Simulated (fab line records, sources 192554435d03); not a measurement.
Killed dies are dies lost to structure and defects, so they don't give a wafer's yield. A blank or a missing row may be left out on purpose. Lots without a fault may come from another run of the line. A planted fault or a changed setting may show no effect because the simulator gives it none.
A struck lot beside a sound one | flow n5_finfet | 37 steps out of a route of 1938
Sound: wafers L956.1, L956.2, L956.6. Struck: wafers L958.1, L958.4. (L958.2 of the same lot was not struck and is left out.) The cause comes at the end.
At each step with rows: each side's tool, then ch and its chambers, then its first start. Under that, the readings that differ: sound wafers | struck wafers | difference of the means | sigmas: that difference in standard deviations of wafers without a fault.
alike: readings whose means differ by less than 2 such deviations, and words and numbers that are the same on both sides. not compared: withheld readings, readings that some wafer has no value for, bounds like >300 that may hide the same value, and numbers for which the record gives no deviation and whose values overlap.
The two part at a step that has a row with sigmas, a row that says differs or no value, or rows on one side only. Numbers that don't overlap but have no deviation are shown without sigmas and don't part them. A reading that every wafer of one side lacks parts them only if that side has two wafers or more.

first, 8 steps without rows for these wafers: N5_MOL_CONTACT_COAG_SRD_139 (time 30 s); N5_MOL_CONTACT_COAG_PRE_CLEAN_121; N5_MOL_CONTACT_COAG_CVD_140 (deposits W, target thk 66.5 nm, time 215 s); N5_MOL_CONTACT_COAG_PRECLEAN_127 (cleans in DIW, time 57.5 s); N5_MOL_CONTACT_COAG_SRD_128 (dry time 32 s); N5_MOL_CONTACT_COAG_CMP_52 (polishes, stops on SiO2, t overpolish 1.5 s, target thk 66.5 nm); N5_MOL_CONTACT_COAG_ANNEAL_112 (time 1800 s); N5_BEOL_M0_SAQP_PECVD_00 (deposits SiCN from 3MS/NH3, target thk 8 nm, time 14 s).
N5_BEOL_M0_SAQP_ILD_DEP_01: deposits SiOC from DEMS/O2, target thk 45.419 nm, time 8.7 s.
  sound on pecvd-01 ch 0,1,2, day 8 09:06; struck on pecvd-01 ch 0,2, day 8 17:43
  reading                                           | sound          | struck    | difference | sigmas
  model.SiOC_of_BEOL_M0_SAQP_ILD_DEP_01.thk_nm (nm) | 44.4 43.6 45.4 | 14.8 15.4 | -29.4      |
  alike: chamber_pressure_Torr, heater_power_w, showerhead_plenum_p_Torr, throttle_valve_pct
then, 25 steps without rows for these wafers: N5_BEOL_M0_SAQP_HM_DEP_02 (deposits TiN, target thk 12 nm); N5_BEOL_M0_SAQP_PECVD_03 (deposits SiCN from 3MS/NH3, target thk 12 nm, time 21.1 s); N5_BEOL_M0_SAQP_PECVD_96 (deposits a-Si from SiH4/He, target thk 45 nm, time 45.2 s); N5_BEOL_M0_SAQP_PECVD_97 (deposits SiNx from SiH4/NH3/N2, target thk 23 nm, time 19.9 s); N5_BEOL_M0_SAQP_PECVD_04 (deposits a-Si from SiH4/He, target thk 60 nm, time 60.2 s); N5_BEOL_M0_SAQP_HM_DEP_111 (deposits SiO2 from SiH4/N2O, target thk 12 nm, time 7.2 s); N5_BEOL_M0_SAQP_COAT_81 (time 60 s, resist thk 100 nm); N5_BEOL_M0_SAQP_COAT_82 (time 60 s, resist thk 30 nm); N5_BEOL_M0_SAQP_COAT_08 (resist thk 90 nm); N5_BEOL_M0_SAQP_EBR_10; N5_BEOL_M0_SAQP_SOFTBAKE_09 (time 60 s); N5_BEOL_M0_SAQP_EXPOSE_11 (exposes mask M0 CORE, target cd 42 nm); N5_BEOL_M0_SAQP_PEB_12 (peb time 60 s); N5_BEOL_M0_SAQP_DEVELOP_13 (develop time 30 s); N5_BEOL_M0_SAQP_DESCUM_19 (chemistry O2, time 7.9 s); N5_BEOL_M0_SAQP_ETCH_83 (etches SiARC in CF4, target depth 39 nm, time 65 s); N5_BEOL_M0_SAQP_ETCH_84 (etches SOC in N2/H2, target depth 100 nm, overetch 20 nm, time 150 s); N5_BEOL_M0_SAQP_STRIP_80 (strips in N2/H2); N5_BEOL_M0_SAQP_HM_OPEN_112 (chemistry CHF3/O2, target SiO2, stops on a-Si, target depth 12 nm, time 13.5 s); N5_BEOL_M0_SAQP_STRIP_113 (strips in CHF3/O2); N5_BEOL_M0_SAQP_MANDREL_ETCH_20 (etches a-Si in HBr/Cl2, stops on SiNx, target depth 60 nm, bt time 10 s, time 30 s); N5_BEOL_M0_SAQP_STRIP_86 (strips in N2/H2); N5_BEOL_M0_SAQP_STRIP_115 (strips in post etch residue remover, time 60 s); N5_BEOL_M0_SAQP_SRD_93 (time 30 s); N5_BEOL_M0_SAQP_RECESS_114 (chemistry HF/NH3, target SiO2, target depth 14.4 nm, afs cycles 3, sublimation time 60 s).
N5_BEOL_M0_CMP_120: polishes, stops on SiOC, t overpolish 6.9 s.
  sound on cmp-04 ch 1,3, day 8 23:58; struck on cmp-04 ch 1,2, day 9 04:08
  reading                                           | sound          | struck  | difference | sigmas
  model.SiOC_of_BEOL_M0_SAQP_ILD_DEP_01.thk_nm (nm) | 38.4 37.4 39.4 | 8.6 9.4 | -29.4      |
  alike: barrier_field_endpoint_s, motor_current_A, overpolish_run_s, platen_rpm, time_to_endpoint_s
  not compared: pad_life_wafers
N5_BEOL_M0_RS_MEAS_126: measures by four-point-probe.
  sound on film_metro-01, day 9 00:42; struck on film_metro-01, day 9 04:41
  reading        | sound             | struck      | difference | sigmas
  M0_RS (ohm/sq) | 0.549 0.607 0.531 | 2.759 1.895 | +1.765     | +77
-- the record jumps here: 5 days lie between the struck wafers' starts before and after (it left off in module BEOL_M0 and takes up again in module BEOL_M4, whose first step shown is number 1111 of the route) --
N5_BEOL_M4_RC_MEAS_101:
  sound on prober-02 ch 0, day 13 12:13; struck on prober-02 ch 0, day 14 04:02
  alike: DIBL_N, DIBL_P, IOFF_N, IOFF_P, ION_N, ION_P, SS_N, SS_P, VT_N, VT_P

WHERE THEY PART
Only at N5_BEOL_M0_RS_MEAS_126, within this record. Later steps at which nothing parts them and some readings are alike: N5_BEOL_M4_RC_MEAS_101.

WHY: what the simulator had put in
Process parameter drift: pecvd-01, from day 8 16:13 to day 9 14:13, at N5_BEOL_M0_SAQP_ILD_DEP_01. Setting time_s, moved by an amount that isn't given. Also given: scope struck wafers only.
